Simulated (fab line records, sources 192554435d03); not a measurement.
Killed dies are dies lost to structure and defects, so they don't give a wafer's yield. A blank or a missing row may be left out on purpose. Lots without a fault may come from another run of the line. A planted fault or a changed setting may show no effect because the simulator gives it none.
Chamber matching | flow n5_finfet | N5_PMOS_HMC_CHANNEL_EPI_ETCH_38 on rie_si-02: 4 sister chambers
The step etches SiO2 in CF4, target depth 1.5 nm. 8 wafers are shown with their chamber, then 10 later ones without.

WAFERS WITH THEIR CHAMBER
wafer  | chamber | drypump_motor_current_A (A) | throttle_valve_pct (%)
L080.3 | 1       | 5.7                         | 21.86
L083.2 | 1       | 5.7                         | 21.85
L084.2 | 3       | 4.7                         | 21.68
L084.6 | 2       | 5.4                         | 21.62
L085.5 | 0       | 6.0                         | 22.03
L085.6 | 3       | 4.7                         | 21.69
L086.2 | 2       | 5.3                         | 21.60
L086.4 | 0       | 6.0                         | 22.04

WAFERS WITHOUT THEIR CHAMBER
wafer  | drypump_motor_current_A (A) | throttle_valve_pct (%)
L086.5 | 6.0                         | 22.05
L088.3 | 5.7                         | 21.85
L088.5 | 6.0                         | 22.04
L088.6 | 5.6                         | 21.85
L089.1 | 6.0                         | 22.02
L089.5 | 6.1                         | 22.03
L089.6 | 4.7                         | 21.69
L097.1 | 5.7                         | 21.85
L097.3 | 4.7                         | 21.67
L097.4 | 6.0                         | 22.04

WHICH CHAMBER EACH WENT THROUGH
wafer  | from the rows above | in truth
L086.5 | 0                   | 0
L088.3 | 1                   | 1
L088.5 | 0                   | 0
L088.6 | 1                   | 1
L089.1 | 0                   | 0
L089.5 | 0                   | 0
L089.6 | 3                   | 3
L097.1 | 1                   | 1
L097.3 | 3                   | 3
L097.4 | 0                   | 0
Placed correctly: 10 of 10. Can't be placed from these rows: 0. Placed wrongly: 0.
How it was worked out, from the rows above alone: a wafer's distance from a chamber is the root of the sum, over the readings, of the square of ((its reading less the chamber's mean) divided by the reading's scatter). The wafer belongs to the nearest chamber; if the next one is less than 2 further off, it can't be placed. A chamber's mean is the mean of its shown wafers. The scatter: the root of (the sum of the squares of (reading less its chamber's mean) over the shown wafers, divided by (wafers less chambers)).
